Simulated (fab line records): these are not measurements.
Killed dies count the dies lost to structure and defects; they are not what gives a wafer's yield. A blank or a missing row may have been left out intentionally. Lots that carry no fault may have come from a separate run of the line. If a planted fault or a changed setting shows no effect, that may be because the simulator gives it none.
Which of the tools did it?	flow n5_finfet	72 wafers from 24 lots sampled at 6 of the route's 1938 steps

WHAT THE GAUGES READ, wafer by wafer
N5_DUMMY_GATE_CD_MEAS_24: target cd 15 nm. Usual: cd_nm reads 14.9 nm (standard deviation 0.41).
lot	measured	on	cd_nm (nm)	flag
L074	day 3 00:38	cd_sem-01	15.9 15.5 14.9	
L075	day 3 07:14	cd_sem-03	15.2 14.2 14.2	
L076	day 3 11:15	cd_sem-03	15.5 14.9 14.6	
L077	day 3 16:16	cd_sem-03	15.8 15.0 15.2	
L078	day 3 23:24	cd_sem-03	15.0 14.4 15.5	
L079	day 4 06:47	cd_sem-01	15.3 15.0 15.7	
L080	day 4 12:59	cd_sem-01	14.5 15.1 14.9	
L081	day 4 17:08	cd_sem-02	14.5 14.2 14.7	
L082	day 5 02:37	cd_sem-02	14.7 15.5 14.7	
L083	day 5 07:37	cd_sem-03	15.1 14.9 14.6	
L084	day 5 12:49	cd_sem-01	15.5 14.6 15.4	
L085	day 5 20:49	cd_sem-02	15.3 14.9 15.5	
L086	day 6 00:37	cd_sem-03	14.3 14.3 14.5	
L087	day 6 06:46	cd_sem-01	14.8 15.0 14.3	
L088	day 6 11:47	cd_sem-03	15.0 15.1 14.4	
L089	day 6 18:15	cd_sem-03	14.8 14.9 15.3	
L090	day 6 23:18	cd_sem-02	14.4 14.8 15.1	
L091	day 7 05:05	cd_sem-02	15.0 15.2 14.6	
L092	day 7 11:59	cd_sem-02	14.9 15.1 14.8	
L093	day 7 18:28	cd_sem-01	14.7 15.5 14.7	
L094	day 8 00:46	cd_sem-02	15.0 15.0 14.9	
L095	day 8 05:45	cd_sem-02	14.5 15.5 15.0	
L096	day 8 09:59	cd_sem-01	14.9 14.7 14.7	
L097	day 8 18:38	cd_sem-01	14.7 14.7 14.4	

N5_ILD0_INSPECT_06: inspects for defects (darkfield). Usual: raw_defect_count reads 37 (standard deviation 20).
lot	measured	on	raw_defect_count	flag
L074	day 3 19:37	defect_inspect-01	47 25 33	
L075	day 4 02:13	defect_inspect-02	21 41 69	
L076	day 4 05:35	defect_inspect-02	28 38 19	
L077	day 4 10:23	defect_inspect-02	63 41 53	
L078	day 4 17:01	defect_inspect-01	13 35 41	
L079	day 5 00:52	defect_inspect-02	25 49 26	
L080	day 5 06:26	defect_inspect-01	10 29 20	
L081	day 5 12:17	defect_inspect-01	21 16 19	
L082	day 5 22:32	defect_inspect-01	36 31 33	
L083	day 6 01:02	defect_inspect-02	32 32 16	
L084	day 6 06:52	defect_inspect-01	37 54 34	
L085	day 6 22:28	defect_inspect-01	36 25 48	
L086	day 6 18:23	defect_inspect-01	24 29 15	
L087	day 7 01:21	defect_inspect-02	91 70 72	
L088	day 7 05:42	defect_inspect-01	40 17 19	
L089	day 7 13:46	defect_inspect-01	26 26 20	
L090	day 7 16:26	defect_inspect-01	20 12 18	
L091	day 7 22:52	defect_inspect-01	17 17 29	
L092	day 8 04:34	defect_inspect-02	43 46 47	
L093	day 8 10:45	defect_inspect-02	103 93 31	
L094	day 8 18:11	defect_inspect-02	26 37 37	
L095	day 9 00:19	defect_inspect-01	12 29 45	
L096	day 9 05:49	defect_inspect-01	37 34 44	
L097	day 9 12:22	defect_inspect-02	51 20 11	

WHICH TOOL RAN EACH LOT (tool, then ch and the chambers of the sampled wafers, then the start)
lot	N5_DUMMY_GATE_DESCUM_20	N5_SD_EPI_P_ETCH_36	N5_ILD0_CMP_03	N5_ILD0_ALD_15
L074	rie_diel-03 ch 1,2,3, day 2 23:45	rie_diel-04 ch 1,2, day 3 07:30	cmp-01 ch 1,2,3, day 3 15:37	ald_sin-02 ch 0,1, day 3 17:05
L075	rie_diel-02 ch 2,3, day 3 06:22	rie_diel-03 ch 0,1,2, day 3 14:14	cmp-02 ch 1,3, day 3 22:19	ald_sin-03 ch 2,3, day 3 23:37
L076	rie_diel-03 ch 0,3, day 3 10:21	rie_diel-04 ch 2,3, day 3 18:43	cmp-02 ch 0,2,3, day 4 01:41	ald_sin-03 ch 0,1,3, day 4 03:04
L077	rie_diel-03 ch 0,2, day 3 15:10	rie_diel-03 ch 0,2, day 3 22:25	cmp-04 ch 0,2, day 4 06:25	ald_sin-03 ch 0,1,3, day 4 07:52
L078	rie_diel-02 ch 2,3, day 3 22:32	rie_diel-03 ch 1,2, day 4 05:13	cmp-02 ch 1,2, day 4 13:09	ald_sin-03 ch 0,1,3, day 4 14:29
L079	rie_diel-03 ch 0,1, day 4 05:55	rie_diel-02 ch 1,2,3, day 4 12:48	cmp-02 ch 0,1,3, day 4 20:19	ald_sin-02 ch 0,2,3, day 4 22:14
L080	rie_diel-02 ch 0,3, day 4 12:01	rie_diel-02 ch 0,2,3, day 4 19:32	cmp-04 ch 0,3, day 5 02:23	ald_sin-03 ch 1,2,3, day 5 03:55
L081	rie_diel-02 ch 0,2, day 4 16:16	rie_diel-03 ch 0,1,2, day 4 23:12	cmp-02 ch 0,1,2, day 5 07:11	ald_sin-02 ch 1,3, day 5 09:11
L082	rie_diel-02 ch 1,2,3, day 5 01:34	rie_diel-02 ch 0,2,3, day 5 10:20	cmp-01 ch 1,2, day 5 18:03	ald_sin-04 ch 0,1,2, day 5 20:01
L083	rie_diel-03 ch 0,1,2, day 5 06:45	rie_diel-02 ch 0,1,2, day 5 14:01	cmp-01 ch 2,3, day 5 21:10	ald_sin-02 ch 1,2,3, day 5 22:31
L084	rie_diel-04 ch 1,2,3, day 5 11:56	rie_diel-04 ch 0,3, day 5 20:07	cmp-04 ch 0,1,3, day 6 03:03	ald_sin-03 ch 0,1,3, day 6 04:21
L085	rie_diel-03 ch 0,1,3, day 5 19:46	rie_diel-02 ch 1,2,3, day 6 05:08	cmp-04 ch 0,1,2, day 6 18:01	ald_sin-02 ch 2,3, day 6 19:56
L086	rie_diel-03 ch 0,1, day 5 23:40	rie_diel-02 ch 0,1, day 6 06:31	cmp-04 ch 1,2,3, day 6 14:30	ald_sin-02 ch 0,2,3, day 6 15:52
L087	rie_diel-02 ch 2,3, day 6 05:53	rie_diel-02 ch 0,2, day 6 14:26	cmp-04 ch 0,2, day 6 21:29	ald_sin-04 ch 1,2,3, day 6 22:50
L088	rie_diel-03 ch 0,1,3, day 6 10:43	rie_diel-02 ch 2,3, day 6 18:56	cmp-01 ch 0,1, day 7 01:51	ald_sin-02 ch 0,3, day 7 03:11
L089	rie_diel-04 ch 0,1,3, day 6 17:23	rie_diel-02 ch 0,1,3, day 7 00:45	cmp-02 ch 0,1,3, day 7 09:56	ald_sin-03 ch 0,2,3, day 7 11:14
L090	rie_diel-03 ch 0,1,2, day 6 22:26	rie_diel-03 ch 0,1,3, day 7 05:40	cmp-02 ch 0,2,3, day 7 12:37	ald_sin-03 ch 1,2,3, day 7 13:55
L091	rie_diel-03 ch 0,1, day 7 04:13	rie_diel-03 ch 2,3, day 7 12:08	cmp-01 ch 0,1,2, day 7 19:02	ald_sin-04 ch 0,1,3, day 7 20:20
L092	rie_diel-02 ch 0,1, day 7 11:07	rie_diel-02 ch 0,1, day 7 17:47	cmp-04 ch 0,2,3, day 8 00:46	ald_sin-02 ch 0,1, day 8 02:03
L093	rie_diel-04 ch 1,2,3, day 7 17:35	rie_diel-03 ch 0,2,3, day 8 00:03	cmp-04 ch 0,2,3, day 8 06:56	ald_sin-02 ch 1,2,3, day 8 08:14
L094	rie_diel-03 ch 0,1,2, day 7 23:38	rie_diel-02 ch 0,3, day 8 06:35	cmp-02 ch 2,3, day 8 14:09	ald_sin-02 ch 0,1, day 8 15:39
L095	rie_diel-03 ch 0,1,3, day 8 04:46	rie_diel-02 ch 0,1,2, day 8 11:36	cmp-01 ch 0,3, day 8 20:11	ald_sin-04 ch 0,1,3, day 8 22:53
L096	rie_diel-02 ch 1,2, day 8 09:07	rie_diel-04 ch 0,2, day 8 17:08	cmp-01 ch 0,2, day 9 01:37	ald_sin-02 ch 0,1, day 9 03:17
L097	rie_diel-03 ch 0,1,2, day 8 17:45	rie_diel-02 ch 0,1,2, day 9 00:25	cmp-04 ch 0,2,3, day 9 08:35	ald_sin-03 ch 0,1,3, day 9 09:50
- N5_DUMMY_GATE_DESCUM_20: chemistry O2, time 6.2 s.
- N5_SD_EPI_P_ETCH_36: etches SiARC in CF4, target depth 45.5 nm, time 75.8 s.
- N5_ILD0_CMP_03: polishes, stops on SiNx, t overpolish 1.9 s, target thk 197.38 nm.
- N5_ILD0_ALD_15: deposits SiNx, target thk 24 nm, pulse time 1 s, ald cycles 480.

WHAT THE TOOLS THEMSELVES READ (means of the sampled wafers that have a number; where no wafer has one, the mark that the record gives instead)
N5_DUMMY_GATE_DESCUM_20. Usual: drypump_motor_current_A 5.8 A, standard deviation 0.59; o2_flow_sccm 225.0 sccm, standard deviation 0.62; oes_product_au 0.76 a.u., standard deviation 0.072; rf_vpp_V 243.4 V, standard deviation 1.2; showerhead_plenum_p_Torr 2.11 Torr, standard deviation 0.056; throttle_valve_pct 20.4 %, standard deviation 0.38.
lot	tool	drypump_motor_current_A (A)	o2_flow_sccm (sccm)	oes_product_au (a.u.)	rf_vpp_V (V)	showerhead_plenum_p_Torr (Torr)	throttle_valve_pct (%)	flag
L074	rie_diel-03	5.9	224.7	0.77	244.2	2.13	20.3	
L075	rie_diel-02	5.9	225.0	0.88	243.1	2.09	20.1	
L076	rie_diel-03	5.6	225.0	0.80	243.2	2.11	20.3	
L077	rie_diel-03	5.3	224.8	0.74	242.3	2.09	20.7	
L078	rie_diel-02	5.3	225.1	0.78	243.8	2.12	20.4	
L079	rie_diel-03	5.9	225.0	0.72	243.7	2.13	20.3	
L080	rie_diel-02	6.0	225.3	0.79	243.5	2.14	20.6	
L081	rie_diel-02	5.4	224.4	0.71	244.3	2.17	20.9	
L082	rie_diel-02	6.0	225.2	0.78	244.5	2.12	20.4	
L083	rie_diel-03	5.7	225.3	0.72	242.9	2.12	20.6	
L084	rie_diel-04	5.6	225.2	0.80	243.2	2.07	20.1	
L085	rie_diel-03	5.7	225.4	0.74	244.3	2.12	20.3	
L086	rie_diel-03	5.9	225.1	0.71	243.2	2.13	20.3	
L087	rie_diel-02	5.3	224.9	0.75	242.7	2.11	20.4	
L088	rie_diel-03	5.8	224.9	0.74	243.9	2.12	20.3	
L089	rie_diel-04	5.8	223.9	0.78	241.7	2.01	20.2	
L090	rie_diel-03	5.7	224.7	0.71	243.0	2.11	20.6	
L091	rie_diel-03	5.9	224.5	0.70	243.6	2.12	20.3	
L092	rie_diel-02	6.1	225.4	0.70	244.0	2.17	20.9	
L093	rie_diel-04	5.6	225.2	0.77	242.5	2.06	20.1	
L094	rie_diel-03	5.7	224.7	0.71	244.1	2.11	20.6	
L095	rie_diel-03	5.7	225.4	0.73	244.3	2.11	20.4	
L096	rie_diel-02	5.3	224.5	0.89	243.7	2.16	20.4	
L097	rie_diel-03	5.7	225.1	0.71	243.0	2.11	20.6	

N5_SD_EPI_P_ETCH_36. Usual: drypump_motor_current_A 5.9 A, standard deviation 0.64; etch_rf_on_time_s 76.3 s, standard deviation 1.4; oes_product_au 0.65 a.u., standard deviation 0.064; rf_vpp_V 184.3 V, standard deviation 1.2; showerhead_plenum_p_Torr 2.16 Torr, standard deviation 0.057; throttle_valve_pct 15.7 %, standard deviation 0.36.
lot	tool	drypump_motor_current_A (A)	etch_rf_on_time_s (s)	oes_product_au (a.u.)	rf_vpp_V (V)	showerhead_plenum_p_Torr (Torr)	throttle_valve_pct (%)	flag
L074	rie_diel-04	5.2	76.5	0.69	183.9	2.13	15.2	
L075	rie_diel-03	5.7	76.1	0.63	184.8	2.16	15.7	
L076	rie_diel-04	5.9	76.8	0.64	184.0	2.14	15.5	
L077	rie_diel-03	5.5	76.1	0.64	184.3	2.13	15.8	
L078	rie_diel-03	6.1	76.2	0.63	185.3	2.18	15.5	
L079	rie_diel-02	6.0	75.8	0.67	183.7	2.18	15.6	
L080	rie_diel-02	5.7	76.3	0.67	184.6	2.18	15.7	
L081	rie_diel-03	5.7	76.3	0.62	184.0	2.16	15.7	
L082	rie_diel-02	5.7	76.6	0.66	184.8	2.18	15.8	
L083	rie_diel-02	5.7	76.8	0.60	184.3	2.21	16.0	
L084	rie_diel-04	6.0	76.0	0.65	183.1	2.04	15.5	
L085	rie_diel-02	6.0	75.8	0.66	184.4	2.18	15.6	
L086	rie_diel-02	6.1	77.0	0.61	184.8	2.22	16.1	
L087	rie_diel-02	5.4	76.3	0.60	185.3	2.22	16.1	
L088	rie_diel-02	5.9	75.0	0.70	183.4	2.14	15.4	
L089	rie_diel-02	6.3	76.9	0.65	184.6	2.18	15.7	
L090	rie_diel-03	5.7	76.0	0.63	184.1	2.16	15.6	
L091	rie_diel-03	5.7	75.6	0.64	184.7	2.13	15.7	
L092	rie_diel-02	6.3	78.4	0.59	184.5	2.21	15.9	
L093	rie_diel-03	5.5	75.7	0.63	184.1	2.14	15.7	
L094	rie_diel-02	6.0	77.1	0.65	185.5	2.18	15.9	
L095	rie_diel-02	5.7	75.8	0.68	185.2	2.21	15.8	
L096	rie_diel-04	5.4	77.0	0.64	183.8	2.09	15.3	
L097	rie_diel-02	5.7	76.1	0.67	184.8	2.21	15.9	

N5_ILD0_CMP_03. Usual: motor_current_A 12.3 A, standard deviation 1.3; overpolish_run_s 1.899 s, standard deviation 0.0081; time_to_endpoint_s 69 s, standard deviation 4.3.
lot	tool	motor_current_A (A)	overpolish_run_s (s)	time_to_endpoint_s (s)	flag
L074	cmp-01	13.5	1.894	70	
L075	cmp-02	11.5	1.905	73	
L076	cmp-02	11.0	1.900	72	
L077	cmp-04	13.1	1.900	70	
L078	cmp-02	11.0	1.904	71	
L079	cmp-02	11.0	1.899	69	
L080	cmp-04	13.7	1.900	66	
L081	cmp-02	11.4	1.906	71	
L082	cmp-01	12.8	1.900	64	
L083	cmp-01	14.0	1.903	67	
L084	cmp-04	13.4	1.901	63	
L085	cmp-04	12.3	1.904	67	
L086	cmp-04	12.8	1.904	67	
L087	cmp-04	13.2	1.889	69	
L088	cmp-01	12.3	1.896	71	
L089	cmp-02	11.1	1.898	69	
L090	cmp-02	11.4	1.901	69	
L091	cmp-01	12.3	1.908	78	
L092	cmp-04	13.4	1.898	69	
L093	cmp-04	13.9	1.901	67	
L094	cmp-02	11.4	1.897	72	
L095	cmp-01	13.2	1.899	72	
L096	cmp-01	12.1	1.896	71	
L097	cmp-04	13.4	1.902	65	

N5_ILD0_ALD_15. Usual: heater_power_w 826 W, standard deviation 90; precursor_pulse_height_rel 0.997, standard deviation 0.019.
lot	tool	heater_power_w (W)	precursor_pulse_height_rel	flag
L074	ald_sin-02	890	1.004	
L075	ald_sin-03	809	1.005	
L076	ald_sin-03	876	0.988	
L077	ald_sin-03	872	0.988	
L078	ald_sin-03	859	0.991	
L079	ald_sin-02	808	1.019	
L080	ald_sin-03	874	0.981	
L081	ald_sin-02	780	0.998	
L082	ald_sin-04	819	0.993	
L083	ald_sin-02	807	0.997	
L084	ald_sin-03	874	1.010	
L085	ald_sin-02	757	1.011	
L086	ald_sin-02	809	0.990	
L087	ald_sin-04	797	1.004	
L088	ald_sin-02	857	0.988	
L089	ald_sin-03	828	0.997	
L090	ald_sin-03	870	1.004	
L091	ald_sin-04	781	0.974	
L092	ald_sin-02	903	0.991	
L093	ald_sin-02	801	0.990	
L094	ald_sin-02	900	0.994	
L095	ald_sin-04	777	0.989	
L096	ald_sin-02	883	0.993	
L097	ald_sin-03	845	1.011	

THE ANSWER, worked out from the rows above alone
Rule: a lot counts as off when the mean over its wafers that have a number is more than 3 standard deviations away from the usual mean. Also off: a lot with no number at a reading for which 4 or more lots have one. The other lots that the step has rows for count as sound. Order of review: gauges by route order, followed by the tools' own readings, for which a lot's mean as printed above is used. At the first step where some lot is off, the reading lying furthest off is the one used; lots without a number count as furthest.
No lot is off at any reading shown: from this, nothing can be told.

WHAT WAS PUT IN BY THE SIMULATOR
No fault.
